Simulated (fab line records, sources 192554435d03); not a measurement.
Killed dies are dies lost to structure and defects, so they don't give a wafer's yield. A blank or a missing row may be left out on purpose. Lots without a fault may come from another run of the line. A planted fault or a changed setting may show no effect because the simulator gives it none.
A struck lot beside a sound one | flow n5_finfet | 31 steps out of a route of 1938
Sound: wafers L840.1, L840.3, L840.6. Struck: wafers L836.1, L836.2, L836.4. The cause comes at the end.
At each step with rows: each side's tool, then ch and its chambers, then its first start. Under that, the readings that differ: sound wafers | struck wafers | difference of the means | sigmas: that difference in standard deviations of wafers without a fault.
alike: readings whose means differ by less than 2 such deviations, and words and numbers that are the same on both sides. not compared: withheld readings, readings that some wafer has no value for, bounds like >300 that may hide the same value, and numbers for which the record gives no deviation and whose values overlap.
The two part at a step that has a row with sigmas, a row that says differs or no value, or rows on one side only. Numbers that don't overlap but have no deviation are shown without sigmas and don't part them. A reading that every wafer of one side lacks parts them only if that side has two wafers or more.

first, 8 steps without rows for these wafers: N5_FIN_SAQP_HM_OPEN_33 (chemistry CH3F/O2, target SiNx, target depth 49.4 nm, time 70.6 s); N5_FIN_SAQP_ETCH_34 (etches SiO2 in C4F6/O2, target depth 45 nm, time 15 s); N5_FIN_SAQP_STRIP_77 (strips in N2/H2, time 90 s); N5_FIN_SAQP_ETCH_64 (etches SiO2 in CF4, target depth 1.5 nm); N5_FIN_SAQP_FIN_ETCH_36 (etches the open film in HBr/Cl2/O2, target depth 120 nm, time 50.4 s); N5_FIN_SAQP_PRECLEAN_38 (cleans in O3/DIW, time 45 s); N5_FIN_SAQP_PRECLEAN_45 (cleans in dHF, time 10 s); N5_FIN_SAQP_SRD_39 (time 30 s).
N5_FIN_CUT_COAT_18: time 60 s, resist thk 230 nm.
  sound on litho_track-04 ch 0, day 7 19:47; struck on litho_track-03 ch 0, day 6 22:19
  reading                                  | sound                | struck               | difference | sigmas
  heater_power_total_W (W)                 | 500.3 499.8 498.0    | 437.6 437.3 438.3    | -61.6      | -32
  plate_temp_C (C)                         | 249.97 249.94 250.05 | 224.53 224.36 224.46 | -25.54     | -99 or more
  model.SOC_of_FIN_CUT_COAT_18.thk_nm (nm) | 230.2 230 231.8      | 232.8 234 234.2      | +3.0       |
then, 19 steps without rows for these wafers: N5_FIN_CUT_COAT_19 (time 60 s, resist thk 20 nm); N5_FIN_CUT_COAT_29 (time 60 s, resist thk 10 nm); N5_FIN_CUT_COAT_02 (resist thk 30 nm); N5_FIN_CUT_EBR_04; N5_FIN_CUT_SOFTBAKE_03 (time 60 s); N5_FIN_CUT_EXPOSE_05 (exposes mask FIN CUT); N5_FIN_CUT_PEB_06 (peb time 60 s); N5_FIN_CUT_DEVELOP_07 (develop time 30 s); N5_FIN_CUT_DESCUM_13 (chemistry O2, time 7 s); N5_FIN_CUT_ETCH_30 (etches underlayer in N2/H2, target depth 13 nm, time 10.4 s); N5_FIN_CUT_ETCH_20 (etches SiARC in CF4, target depth 26 nm, time 43.3 s); N5_FIN_CUT_ETCH_21 (etches SOC in N2/H2, target depth 219 nm, overetch 43.8 nm, time 523.5 s); N5_FIN_CUT_STRIP_23 (strips in N2/H2); N5_FIN_CUT_STRIP_31 (strips in N2/H2); N5_FIN_CUT_STRIP_24 (strips in CF4); N5_FIN_CUT_CUT_ETCH_26 (etches SiNx in CH3F/O2, target depth 39 nm, time 55.7 s); N5_FIN_CUT_CUT_ETCH_27 (etches SiO2 in CHF3/O2, target depth 4 nm, overetch 2 nm, time 4.9 s); N5_FIN_CUT_PRECLEAN_35 (cleans in vHF, time 13.3 s); N5_FIN_CUT_CUT_ETCH_15 (etches Si in HBr/Cl2/O2, target depth 100 nm, bt time 10 s, time 42.4 s).
N5_FIN_CUT_CUT_ETCH_28: etches Si in HBr/Cl2/O2, target depth 6 nm, time 2.4 s.
  sound on rie_si-01 ch 1,2,3, day 7 21:03; struck on rie_si-03 ch 0,2,3, day 6 23:29
  alike: chamber_pressure_mTorr, drypump_motor_current_A, oes_product_au, throttle_valve_pct
  not compared: rf_fwd_power_W, rf_hours_counter_h, model.SOC_of_FIN_CUT_COAT_18.thk_nm
then, 1 step without rows for these wafers: N5_FIN_CUT_STRIP_22 (strips in N2/H2).
-- the record jumps here: 6 days lie between the struck wafers' starts before and after (it left off in module FIN_CUT and takes up again in module BEOL_M4, whose first step shown is number 1111 of the route) --
N5_BEOL_M4_RC_MEAS_101:
  sound on prober-01 ch 0, day 13 17:56; struck on prober-02 ch 0, day 12 19:11
  reading        | sound          | struck         | difference | sigmas
  DIBL_N (mV/V)  | 40.2 39.1 40.0 | 37.8 37.1 35.8 | -2.9       | -2
  IOFF_P (nA/um) | 0.29 0.26 0.29 | 0.22 0.20 0.18 | -0.08      | -2
  VT_P (mV)      | -243 -245 -245 | -252 -251 -252 | -7         | -2
  alike: DIBL_P, IOFF_N, ION_N, ION_P, SS_N, SS_P, VT_N

WHERE THEY PART
First at N5_FIN_CUT_COAT_18; last, within this record, at N5_BEOL_M4_RC_MEAS_101.

WHY: what the simulator had put in
Process parameter drift: litho_track-03, from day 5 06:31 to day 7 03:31, at N5_FIN_CUT_COAT_18. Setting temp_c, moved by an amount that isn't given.
